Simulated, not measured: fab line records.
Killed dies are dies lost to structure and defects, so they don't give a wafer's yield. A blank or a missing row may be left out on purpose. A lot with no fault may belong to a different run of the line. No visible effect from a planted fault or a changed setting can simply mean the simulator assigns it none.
A struck lot beside a sound one | flow n5-finfet | 36 steps out of a route of 1938
Sound: the wafers L919.1, L919.5, L919.6. Wafers L909.1, L909.5, L909.6 were the ones struck. The cause is given at the end.
For every step that has rows: the tool of each side, followed by ch and its chambers, followed by its first start. Under that, the readings that differ: sound wafers | struck wafers | difference of the means | sigmas: that difference in standard deviations of wafers without a fault.
alike: a reading whose means differ by less than 2 such deviations, as well as words and numbers matching on both sides. not compared: withheld readings; readings where some wafer has no value; bounds like >300 that might hide an equal value; numbers whose values overlap and for which the record gives no deviation.
Wherever a step has rows on one side only, a row that says differs or no value, or a row with sigmas, the two part there. Numbers that have no deviation but don't overlap get no sigmas and don't part them. A reading that every wafer of one side lacks parts them only if that side has two wafers or more.

first, 8 steps without rows for these wafers: N5_BEOL_M2_ECD_50 (material Cu, target thk 300 nm); N5_BEOL_M2_ANNEAL_51 (time 90 s); N5_BEOL_M2_CMP_52 (polishes, stops on SiOC, t overpolish 6.8 s, target thk 40 nm); N5_BEOL_M2_PRE_CLEAN_60 (time 15 s); N5_BEOL_M2_CO_CAP_55 (material Co, precursor CCTBA/H2, target thk 2 nm, time 102.1 s); N5_BEOL_M2_PRE_CLEAN_56 (time 15 s); N5_BEOL_M2_DEP_57 (deposits SiCN from 3MS/NH3, target thk 8 nm, time 14 s); N5_BEOL_M3_ILD_DEP_00 (deposits SiOC from DEMS/O2, target thk 79 nm, time 15.3 s).
N5_BEOL_M3_PECVD_72: deposits SiO2 from TEOS/O2, target thk 16 nm, time 18 s.
  sound on pecvd-04 ch 0,1, day 12 08:58; struck on pecvd-04 ch 1,2, day 10 07:44
  no value came back on the struck wafers for any of 5 readings (chamber-pressure-Torr (Torr), heater-power-outer-w (W) and others); on the sound wafers chamber-pressure-Torr (Torr) reads 5.498 5.490 5.504
then, 25 steps without rows for these wafers: N5_BEOL_M3_HM_DEP_02 (deposits TiN, target thk 20 nm); N5_BEOL_M3_COAT_61 (time 60 s, resist thk 60 nm); N5_BEOL_M3_COAT_62 (time 60 s, resist thk 12 nm); N5_BEOL_M3_COAT_73 (time 60 s, resist thk 5 nm); N5_BEOL_M3_COAT_05 (resist thk 30 nm); N5_BEOL_M3_EBR_07; N5_BEOL_M3_SOFTBAKE_06 (time 60 s); N5_BEOL_M3_EXPOSE_08 (exposes mask M3); N5_BEOL_M3_PEB_09 (peb time 60 s); N5_BEOL_M3_DEVELOP_10 (develop time 30 s); N5_BEOL_M3_DESCUM_16 (chemistry O2, time 7 s); N5_BEOL_M3_ETCH_74 (etches underlayer in N2/H2, target depth 6.5 nm, time 5.2 s); N5_BEOL_M3_ETCH_63 (etches SiARC in CF4, target depth 15.6 nm, time 26 s); N5_BEOL_M3_ETCH_64 (etches SOC in N2/H2, target depth 75 nm, overetch 15 nm, time 112.5 s); N5_BEOL_M3_STRIP_65 (strips in N2/H2); N5_BEOL_M3_STRIP_75 (strips in N2/H2); N5_BEOL_M3_STRIP_66 (strips in CF4); N5_BEOL_M3_HM_OPEN_17 (chemistry Cl2/BCl3, target TiN, target depth 20 nm, overetch 6 nm); N5_BEOL_M3_STRIP_19 (strips in O2); N5_BEOL_M3_COAT_67 (time 60 s, resist thk 60 nm); N5_BEOL_M3_COAT_68 (time 60 s, resist thk 12 nm); N5_BEOL_M3_COAT_76 (time 60 s, resist thk 5 nm); N5_BEOL_M3_COAT_22 (resist thk 30 nm); N5_BEOL_M3_EBR_24; N5_BEOL_M3_SOFTBAKE_23 (time 60 s).
N5_BEOL_M4_RC_MEAS_101:
  sound on prober-01 ch 0, day 13 04:05; struck on prober-01 ch 0, day 11 03:31
  alike: DIBL_N, DIBL_P, IOFF_N, IOFF_P, ION_N, ION_P, SS_N, SS_P, VT_N, VT_P
-- a jump in the record: the struck wafers' starts before and after are 5 days apart (it breaks off in module BEOL_M4 and resumes in module PASSIVATION, where the first step shown is number 1936 of the route) --
N5_PASSIVATION_PROBE_49:
  sound on prober-01 at day 17 14:52; struck on prober-02 at day 16 06:25
  reading                  | sound          | struck         | difference | sigmas
  defect-limited-yield (%) | 91.4 90.8 92.7 | 64.4 63.6 65.2 | -27.2      | -19
  killed_at_M0_to_M3       | 44 46 35       | 353 370 350    | +316       | +33
  killed-dies              | 102 109 86     | 420 429 411    | +321       | +19
  killed-on-rim            | 11 14 11       | 121 125 13     | +74        | +19
  sort_bin_4_leakage (%)   | 0 0 0          | 0.34 0 0.08    | +0.14      | +2
  sort_bin_5_function (%)  | 4.8 6.3 4.2    | 32.2 32.8 31.5 | +27.1      | +29
  sort-n-pass              | 1078 1071 1094 | 756 751 768    | -323       | -13
  sort-yield-pct (%)       | 91.4 90.8 92.7 | 64.1 63.6 65.1 | -27.4      | -14
  alike: killed_at_M4_up, killed-at-contacts, killed-at-front-end, killed-at-other, killed-open, killed-short, sort_bin_6_memory, sort_bin_8_speed

== WHERE THEY PART ==
Earliest at N5_BEOL_M3_PECVD_72; latest, in this record, at N5_PASSIVATION_PROBE_49.

WHY: what the simulator had put in
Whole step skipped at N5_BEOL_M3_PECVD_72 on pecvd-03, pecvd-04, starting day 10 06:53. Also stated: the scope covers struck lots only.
